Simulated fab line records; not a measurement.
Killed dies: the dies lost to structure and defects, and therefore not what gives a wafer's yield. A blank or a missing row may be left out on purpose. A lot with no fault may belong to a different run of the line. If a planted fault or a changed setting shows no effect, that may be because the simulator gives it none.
Matching of chambers | flow n5-finfet | rie-diel-01 running N5_HKMG_FIN_STRIP_34: 4 sister chambers
The step strips in CF4. 20 wafers are shown with their chamber, then 10 later ones without.

WAFERS, EACH WITH ITS CHAMBER
wafer  | chamber | drypump-motor-current-A (A) | showerhead-plenum-p-Torr (Torr) | rf-vpp-V (V)
L077.1 | 0       | 4.9                         | 1.79                            | 272.0
L077.2 | 3       | 4.8                         | 1.77                            | 271.9
L077.5 | 0       | 4.9                         | 1.79                            | 270.4
L078.1 | 0       | 4.9                         | 1.79                            | 270.7
L078.2 | 2       | 6.3                         | 1.75                            | 271.1
L078.6 | 2       | 6.3                         | 1.75                            | 270.9
L083.3 | 1       | 4.7                         | 1.85                            | 272.6
L083.5 | 2       | 6.3                         | 1.75                            | 271.8
L083.6 | 1       | 4.7                         | 1.85                            | 273.1
L084.2 | 2       | 6.3                         | 1.75                            | 269.8
L084.3 | 0       | 4.9                         | 1.78                            | 270.6
L084.6 | 0       | 4.9                         | 1.78                            | 271.0
L086.1 | 3       | 4.9                         | 1.77                            | 271.0
L086.2 | 1       | 4.7                         | 1.85                            | 272.8
L086.5 | 2       | 6.3                         | 1.75                            | 269.2
L089.2 | 3       | 4.9                         | 1.77                            | 271.4
L089.5 | 0       | 4.9                         | 1.78                            | 270.8
L089.6 | 3       | 4.9                         | 1.77                            | 269.7
L091.4 | 0       | 4.9                         | 1.78                            | 271.9
L091.5 | 2       | 6.3                         | 1.75                            | 270.2

SIGNATURES (means of the wafers above)
reading                  | chamber 0 | chamber 1 | chamber 2 | chamber 3 | scatter within a chamber
drypump-motor-current-A  | 4.900     | 4.700     | 6.300     | 4.875     | 0.0217
showerhead-plenum-p-Torr | 1.7843    | 1.8500    | 1.7500    | 1.7700    | 0.00327
rf-vpp-V                 | 271.057   | 272.833   | 270.500   | 271.000   | 0.779
Rule: a wafer's distance from a chamber is the root of the sum, over the readings, of the square of ((its reading less the chamber's mean) divided by the reading's scatter). If the next closest chamber is less than 2 further off than the closest, the wafer can't be placed; otherwise it belongs to the closest. The scatter: take each reading less its chamber's mean, square it, sum over the shown wafers, divide by the number of wafers less the number of chambers, and take the root.

WAFERS WHOSE CHAMBER IS MISSING
wafer  | drypump-motor-current-A (A) | showerhead-plenum-p-Torr (Torr) | rf-vpp-V (V)
L091.6 | 4.7                         | 1.84                            | 272.8
L092.2 | 4.9                         | 1.77                            | 270.0
L092.3 | 4.7                         | 1.84                            | 271.5
L092.5 | 4.9                         | 1.77                            | 269.6
L095.3 | 4.7                         | 1.84                            | 272.9
L095.4 | 6.3                         | 1.75                            | 269.0
L095.5 | 4.7                         | 1.84                            | 272.1
L097.1 | 6.3                         | 1.74                            | 270.9
L097.2 | 4.9                         | 1.78                            | 269.1
L097.6 | 4.9                         | 1.78                            | 269.4

THE CHAMBER EACH PASSED THROUGH
wafer  | from the rows above     | in truth
L091.6 | 1                       | 1
L092.2 | 3                       | 3
L092.3 | 1                       | 1
L092.5 | 3                       | 3
L095.3 | 1                       | 1
L095.4 | 2                       | 2
L095.5 | 1                       | 1
L097.1 | 2                       | 2
L097.2 | can't be placed: 0 or 3 | 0
L097.6 | can't be placed: 0 or 3 | 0
8 of 10 placed correctly. Cannot be placed on the basis of these rows: 2; the candidates contain the true chamber in 2. Number placed wrongly: 0.
